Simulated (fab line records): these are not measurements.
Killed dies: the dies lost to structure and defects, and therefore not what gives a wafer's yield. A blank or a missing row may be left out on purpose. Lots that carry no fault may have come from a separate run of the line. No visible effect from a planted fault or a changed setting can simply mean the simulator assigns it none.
Problem report in the 8D (eight disciplines) form, filled by code -- flow n5_finfet -- the parts of the form that need people (team, actions taken, sign-off) are left out

## 1. PROBLEM STATEMENT
RS_PWELL at N5_BEOL_M4_RC_MEAS_101 reads a mean of 2523 ohm/sq on 9 wafers of 3 lots; wafers without a fault read 3003 ohm/sq with a standard deviation of 28. That is -17 standard deviations from the usual mean.
Earliest sighting: wafer L790.1 on prober-01 at day 11 06:01. Wafers with a number at this step in the record: 28, from 10 lots. Rule for "out", or "out of limits": more than 4 standard deviations from the usual mean. All remaining wafers that have a number are taken as sound.

## 2. WHAT IT IS; WHAT IT IS NOT
question,is,is not
which readings at this step,RS_PWELL,"DIBL_N, DIBL_P, IOFF_N, IOFF_P, ION_P, SS_N, VT_N, VT_P"
which lots,"L790, L791, L792","L779, L781, L785, L786, L796, L798, L801"
which wafers of those lots,all that have a number,-
read on which gauges,"prober-01, prober-02",-
when,from day 11 06:01,"up to then (11 sound wafers); but 8 sound wafers of L796, L798, L801 came after"

## 3. THE SUSPECTS, EACH WITH WHAT RULES IT OUT
Counting: any tool at a process step up to the reading is kept as a suspect provided that every lot that is out went through it and no sound lot did after the first of them.
- the gauge at N5_BEOL_M4_RC_MEAS_101 has been ruled out. The wafers that are out were read on 2 gauges (prober-01, prober-02).
- implanter-01 at N5_WELL_APT_IMPLANT_31: kept. Every lot that is out went through it, starting with L790 (day 4 15:23), and after that it ran no sound lot; the last sound lot it ran before then is L786 (day 3 15:28). On those wafers its own readings are out: dose_ions_cm2, faraday_current_uA.
Remaining after the count: implanter-01 at N5_WELL_APT_IMPLANT_31.

## 4. THE CAUSE (what the simulator had put in)
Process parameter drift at N5_WELL_APT_IMPLANT_31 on implanter-01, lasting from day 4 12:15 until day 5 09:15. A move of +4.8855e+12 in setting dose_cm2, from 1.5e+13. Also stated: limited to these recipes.
This tool alone remained once counting was done.

## 5. SEQUENCE OF EFFECTS, ordered by route
Each row: a reading whose mean over the struck wafers that have a number lies more than 3 standard deviations from the usual. Readings are gone through only where the record gives a usual standard deviation; hours: the median, over the lots, of the time from a lot's start at the first step in this table giving one to that lot's start at this step; sigmas: the change measured in usual standard deviations.
hours,step,reading,usual,on struck wafers,change,sigmas
0,N5_WELL_APT_IMPLANT_31,dose_ions_cm2,1.5e+13,2.0e+13,+4.9e+12,+99 or more
0,N5_WELL_APT_IMPLANT_31,faraday_current_uA,190,253,+63,+17
159,N5_BEOL_M4_RC_MEAS_101,RS_PWELL,3003 ohm/sq,2523,-480,-17
It contains these process steps:
- N5_WELL_APT_IMPLANT_31

## 6. HOW IT WOULD HAVE BEEN CAUGHT EARLIER
162 hours passed between the start of the fault at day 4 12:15 and the first reading out of limits at a measuring or inspecting step in this record, taken at day 11 06:01.
The tool's own readings at N5_WELL_APT_IMPLANT_31 were out on every struck wafer that the step has a row for (dose_ions_cm2, faraday_current_uA): an alarm limit on them would have fired on the first of those.
By day 11 06:01 the whole set of lots that are out, 3 in number, had already begun N5_WELL_APT_IMPLANT_31 on implanter-01. Holding the tool at that point would not have protected any of them.
